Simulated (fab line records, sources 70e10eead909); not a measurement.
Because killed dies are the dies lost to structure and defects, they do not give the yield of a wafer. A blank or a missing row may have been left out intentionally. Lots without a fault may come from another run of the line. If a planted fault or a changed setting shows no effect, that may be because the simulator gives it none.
Chamber matching	flow nand-harc	rie-diel-02 running NHARC_P_M0_DESCUM_14: 4 sister chambers
The step chemistry O2, time 3 s. 22 wafers are shown with their chamber, then 11 later ones without.

== WAFERS, EACH WITH ITS CHAMBER ==
wafer	chamber	drypump-motor-current-A (A)	rf-vpp-V (V)	oes-product-au (a.u.)
L074.2	1	6.1	58.0	1.002
L074.3	0	5.5	59.0	1.016
L074.6	1	6.1	55.2	1.000
L074.1	2	6.0	58.7	0.998
L074.4	3	5.5	58.5	0.992
L074.5	2	6.0	58.8	1.004
L078.3	0	5.5	56.0	0.997
L078.4	3	5.5	57.8	1.000
L078.5	1	6.1	56.8	1.004
L077.3	1	6.1	55.4	1.001
L077.5	1	6.0	57.5	1.003
L077.6	0	5.5	57.3	1.012
L080.1	2	6.1	58.1	0.999
L080.5	1	6.1	58.7	1.013
L080.6	0	5.5	57.6	0.993
L083.2	0	5.5	58.0	0.994
L083.3	1	6.1	56.6	1.000
L083.4	2	6.1	59.7	0.991
L084.1	2	6.1	58.1	1.008
L084.5	0	5.5	56.9	0.995
L084.6	3	5.5	57.9	0.990
L086.2	3	5.5	56.5	0.987

SIGNATURES (averages over the wafers above)
reading	chamber 0	chamber 1	chamber 2	chamber 3	scatter within a chamber
drypump-motor-current-A	5.500	6.086	6.060	5.500	0.0338
rf-vpp-V	57.467	56.886	58.680	57.675	1.03
oes-product-au	1.00117	1.00329	1.00000	0.99225	0.00704
Rule: for each reading, subtract the chamber's mean from the wafer's reading, divide by that reading's scatter and square the result; add these up over the readings and take the root, which gives the wafer's distance from the chamber. If the next closest chamber is less than 2 further off than the closest, the wafer can't be placed; otherwise it belongs to the closest. The scatter: take each reading less its chamber's mean, square it, sum over the shown wafers, divide by the number of wafers less the number of chambers, and take the root.

== WAFERS WHOSE CHAMBER IS MISSING ==
wafer	drypump-motor-current-A (A)	rf-vpp-V (V)	oes-product-au (a.u.)
L086.3	6.1	58.4	1.003
L086.5	6.1	57.8	1.000
L091.1	6.1	56.5	0.996
L091.5	6.1	56.7	1.009
L091.6	6.0	57.3	1.007
L091.2	5.5	58.2	1.001
L091.3	5.5	59.1	0.992
L091.4	6.1	57.8	0.994
L094.1	5.5	58.4	1.010
L094.3	6.0	57.3	1.007
L094.5	5.5	58.3	1.001

== WHICH CHAMBER EACH WENT THROUGH ==
wafer	from the rows above	in truth
L086.3	can't be placed: 2 or 1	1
L086.5	can't be placed: 1 or 2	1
L091.1	can't be placed: 1 or 2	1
L091.5	can't be placed: 1 or 2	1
L091.6	can't be placed: 2 or 1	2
L091.2	can't be placed: 0 or 3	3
L091.3	can't be placed: 3 or 0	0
L091.4	can't be placed: 1 or 2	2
L094.1	can't be placed: 0 or 3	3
L094.3	can't be placed: 2 or 1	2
L094.5	can't be placed: 0 or 3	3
Correct placement for 0 of the 11. Can't be placed from these rows: 11 (the true chamber is among the candidates in 11). Number placed wrongly: 0.
